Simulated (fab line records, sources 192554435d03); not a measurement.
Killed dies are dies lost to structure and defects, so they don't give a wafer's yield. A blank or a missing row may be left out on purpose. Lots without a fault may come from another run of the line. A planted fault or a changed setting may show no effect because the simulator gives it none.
Tool commonality check | flow n5_finfet | 8 lots, 24 wafers sampled

WHY IT WAS OPENED
At N5_BEOL_M4_RC_MEAS_101 the reading REXT_P is flagged on 2 of 8 lots. Wafers without a fault read 101.3 ohm.um, standard deviation 2.6.
Rule: a lot is flagged when every wafer of it that has a number lies more than 4 standard deviations from that mean, or none has a number. The other lots count as sound.

lot  | measured     | on        | REXT_P (ohm.um), wafer by wafer | flag
L878 | day 8 17:11  | prober-01 | 97.8 99.5 98.0                  |
L881 | day 9 01:15  | prober-02 | 106.9 108.9 107.6               |
L880 | day 9 04:13  | prober-02 | 100.2 97.5 98.2                 |
L886 | day 11 14:48 | prober-02 | 304.2 299.7 301.7               | FLAGGED
L887 | day 13 12:19 | prober-01 | 302.8 296.3 298.2               | FLAGGED
L894 | day 14 05:10 | prober-01 | 103.7 101.7 102.4               |
L896 | day 14 20:09 | prober-02 | 99.5 98.3 100.8                 |
L898 | day 14 22:31 | prober-01 | 97.4 95.9 97.7                  |
The numbers of the flagged lots are 300.5 ohm.um on average: +199.2 ohm.um against the usual, or +77 standard deviations.

WHICH TOOL RAN EACH LOT
The record holds 4 process steps before the reading, out of a route of 1938 steps. In each cell: the tool, then ch and the chambers that the sampled wafers went through, then the start.
lot  | flag    | N5_SD_EPI_N_ETCH_35               | N5_SD_EPI_N_ETCH_45               | N5_SD_EPI_P_DESCUM_14             | N5_SD_EPI_P_VAPOR_ETCH_44
L878 |         | rie_diel-01 ch 0,1, day 3 02:21   | rie_diel-01 ch 0,1, day 3 02:46   | rie_diel-02 ch 2,3, day 3 06:43   | epi_rpcvd-04 ch 0, day 3 07:52
L881 |         | rie_diel-05 ch 1,2,3, day 3 19:46 | rie_diel-05 ch 1,2,3, day 3 20:11 | rie_diel-06 ch 0,3, day 4 00:58   | epi_rpcvd-02 ch 0, day 4 02:14
L880 |         | rie_diel-04 ch 0,2,3, day 3 14:07 | rie_diel-04 ch 0,2,3, day 3 14:32 | rie_diel-03 ch 0,1,3, day 3 19:04 | epi_rpcvd-02 ch 0, day 3 20:17
L886 | FLAGGED | rie_diel-01 ch 0,1,2, day 5 01:26 | rie_diel-01 ch 0,1,2, day 5 01:52 | rie_diel-03 ch 0,2,3, day 5 07:31 | epi_rpcvd-04, day 5 08:43
L887 | FLAGGED | rie_diel-05 ch 0,1,2, day 5 07:09 | rie_diel-05 ch 0,1,2, day 5 07:34 | rie_diel-03 ch 0,2, day 5 11:41   | epi_rpcvd-02, day 5 13:01
L894 |         | rie_diel-04 ch 0,2,3, day 7 01:14 | rie_diel-04 ch 0,2,3, day 7 01:40 | rie_diel-03 ch 1,3, day 7 05:35   | epi_rpcvd-04 ch 0, day 7 06:47
L896 |         | rie_diel-05 ch 0,1, day 7 12:17   | rie_diel-05 ch 0,1, day 7 12:43   | rie_diel-02 ch 1,3, day 7 17:26   | epi_rpcvd-02 ch 0, day 7 18:37
L898 |         | rie_diel-05 ch 0,2,3, day 8 06:01 | rie_diel-05 ch 0,2,3, day 8 06:26 | rie_diel-02 ch 0,2,3, day 8 11:50 | epi_rpcvd-02 ch 0, day 8 13:00
What these steps do:
- N5_SD_EPI_N_ETCH_35: etches SOC in N2/H2, overetch 108 nm, time 486 s.
- N5_SD_EPI_N_ETCH_45: etches SiOCN in CH3F/O2, target depth 6 nm.
- N5_SD_EPI_P_DESCUM_14: chemistry O2, time 7.9 s.
- N5_SD_EPI_P_VAPOR_ETCH_44: etches SiGe30 in NF3/Ar, time 3.3 s.
- N5_BEOL_M4_RC_MEAS_101

FLAGGED OVER TOTAL, TOOL BY TOOL (the gauges that took the reading come last)
step                      | tool         | lots run | flagged | share of the flagged lots | sound lots run after its first flagged lot
N5_SD_EPI_N_ETCH_35       | rie_diel-01  | 2        | 1       | some                      | 0
N5_SD_EPI_N_ETCH_35       | rie_diel-04  | 2        | 0       | none                      | -
N5_SD_EPI_N_ETCH_35       | rie_diel-05  | 4        | 1       | some                      | 2 (L896,L898)
N5_SD_EPI_N_ETCH_45       | rie_diel-01  | 2        | 1       | some                      | 0
N5_SD_EPI_N_ETCH_45       | rie_diel-04  | 2        | 0       | none                      | -
N5_SD_EPI_N_ETCH_45       | rie_diel-05  | 4        | 1       | some                      | 2 (L896,L898)
N5_SD_EPI_P_DESCUM_14     | rie_diel-02  | 3        | 0       | none                      | -
N5_SD_EPI_P_DESCUM_14     | rie_diel-03  | 4        | 2       | all                       | 1 (L894)
N5_SD_EPI_P_DESCUM_14     | rie_diel-06  | 1        | 0       | none                      | -
N5_SD_EPI_P_VAPOR_ETCH_44 | epi_rpcvd-02 | 5        | 1       | some                      | 2 (L896,L898)
N5_SD_EPI_P_VAPOR_ETCH_44 | epi_rpcvd-04 | 3        | 1       | some                      | 1 (L894)
N5_BEOL_M4_RC_MEAS_101    | prober-01    | 4        | 1       | some                      | 2 (L894,L898)
N5_BEOL_M4_RC_MEAS_101    | prober-02    | 4        | 1       | some                      | 1 (L896)

WHAT THE TABLE ALLOWS
1 row of the table ran every flagged lot: rie_diel-03 at N5_SD_EPI_P_DESCUM_14.
- rie_diel-03 at N5_SD_EPI_P_DESCUM_14: 2 of its 4 lots flagged. Sound lots ran on it after the first flagged one (L894), which a lasting fault on the whole tool wouldn't allow.
No row of the table ran every flagged lot and no sound lot after the first.

WHAT THE SIMULATOR HAD PUT IN
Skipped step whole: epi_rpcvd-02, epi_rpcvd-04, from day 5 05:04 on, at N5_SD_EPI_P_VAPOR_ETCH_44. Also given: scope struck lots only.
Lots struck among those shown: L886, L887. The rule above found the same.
